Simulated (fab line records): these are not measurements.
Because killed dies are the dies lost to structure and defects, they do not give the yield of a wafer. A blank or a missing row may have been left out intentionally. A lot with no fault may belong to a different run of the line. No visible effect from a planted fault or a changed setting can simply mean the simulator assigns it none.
Matching of chambers	flow n5Finfet	N5_BEOL_M14_ETCH_68 on rieDiel-03 has 4 sister chambers
The step etches SOC in N2/H2, time 450 s. 8 wafers are shown with their chamber, then 8 later ones without.

EACH WAFER AND ITS CHAMBER
wafer	chamber	showerheadPlenumPTorr (Torr)	throttleValvePct (%)
L084.2	0	2.54	17.56
L084.4	3	2.68	17.61
L088.1	0	2.54	17.56
L088.2	2	2.39	17.94
L087.4	1	2.48	17.39
L087.5	3	2.68	17.63
L087.6	2	2.38	17.97
L089.1	1	2.48	17.39

WAFERS WHOSE CHAMBER IS MISSING
wafer	showerheadPlenumPTorr (Torr)	throttleValvePct (%)
L089.3	2.53	17.57
L089.5	2.53	17.60
L093.1	2.48	17.41
L093.2	2.68	17.64
L093.3	2.53	17.59
L093.4	2.68	17.65
L093.5	2.53	17.60
L093.6	2.48	17.41

THE CHAMBER EACH PASSED THROUGH
wafer	from the rows above	in truth
L089.3	0	0
L089.5	0	0
L093.1	1	1
L093.2	3	3
L093.3	0	0
L093.4	3	3
L093.5	0	0
L093.6	1	1
Correctly placed: 8 of 8. Not placeable from these rows: 0. Number placed wrongly: 0.
How it was worked out, from the rows above alone: a wafer's distance from a chamber is the root of the sum, over the readings, of the square of ((its reading less the chamber's mean) divided by the reading's scatter). If the next closest chamber is less than 2 further off than the closest, the wafer can't be placed; otherwise it belongs to the closest. Each chamber's mean is taken over the wafers shown for it. How the scatter is found: for the shown wafers, subtract from each reading the mean of its chamber, square and add these, divide the total by (wafers less chambers), then take the root.
